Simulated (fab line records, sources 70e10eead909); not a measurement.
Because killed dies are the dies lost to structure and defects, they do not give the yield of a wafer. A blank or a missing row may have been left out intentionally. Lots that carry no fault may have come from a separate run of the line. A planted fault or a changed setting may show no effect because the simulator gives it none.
Chamber matching ; flow nand_harc ; NHARC_A_CHANNEL_FILL_D1_ALD_02 on ald_hk-03: 4 sister chambers
The step deposits SiO2, target thk 6 nm, pulse time 10 s, ald cycles 60. 20 wafers are shown with their chamber, then 10 later ones without.

WAFERS WITH THEIR CHAMBER
wafer;chamber;heater_power_w (W);precursor_pulse_height_rel
L074.1;0;462;0.991
L074.3;1;428;0.990
L074.6;1;441;0.982
L077.1;1;445;1.030
L077.5;1;433;0.968
L077.6;0;450;0.997
L078.1;1;430;1.021
L078.4;3;488;0.965
L078.6;0;465;0.977
L079.1;1;440;1.007
L079.4;2;478;0.968
L079.6;3;487;1.002
L082.1;2;485;1.008
L082.2;0;463;0.978
L082.4;3;483;1.008
L084.3;3;490;0.982
L084.5;3;496;0.998
L084.6;2;489;0.992
L085.3;2;494;0.987
L085.4;1;451;0.972

SIGNATURES (means of the wafers above)
reading;chamber 0;chamber 1;chamber 2;chamber 3;scatter within a chamber
heater_power_w;460.00;438.29;486.50;488.80;7.01
precursor_pulse_height_rel;0.98575;0.99571;0.98875;0.99100;0.0191
Rule: a wafer lies at a distance from a chamber equal to the root of the sum of squares, over the readings, of (its reading less the chamber's mean, divided by the reading's scatter). If the next closest chamber is less than 2 further off than the closest, the wafer can't be placed; otherwise it belongs to the closest. The scatter: take each reading less its chamber's mean, square it, sum over the shown wafers, divide by the number of wafers less the number of chambers, and take the root.

WAFERS WITHOUT THEIR CHAMBER
wafer;heater_power_w (W);precursor_pulse_height_rel
L085.5;458;0.984
L091.1;472;0.999
L091.3;444;0.992
L091.4;508;1.032
L092.1;497;1.024
L092.5;445;0.993
L092.6;496;1.014
L093.1;493;1.016
L093.2;448;1.015
L093.3;489;1.013

CHAMBER TAKEN BY EACH
wafer;from the rows above;in truth
L085.5;0;0
L091.1;can't be placed: 0 or 2 or 3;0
L091.3;can't be placed: 1 or 0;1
L091.4;can't be placed: 3 or 2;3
L092.1;can't be placed: 3 or 2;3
L092.5;can't be placed: 1 or 0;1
L092.6;can't be placed: 3 or 2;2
L093.1;can't be placed: 3 or 2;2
L093.2;can't be placed: 1 or 0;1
L093.3;can't be placed: 3 or 2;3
1 of 10 placed correctly. Unplaceable from these rows: 9, with the true chamber sitting among the candidates in 9. 0 placed wrongly.
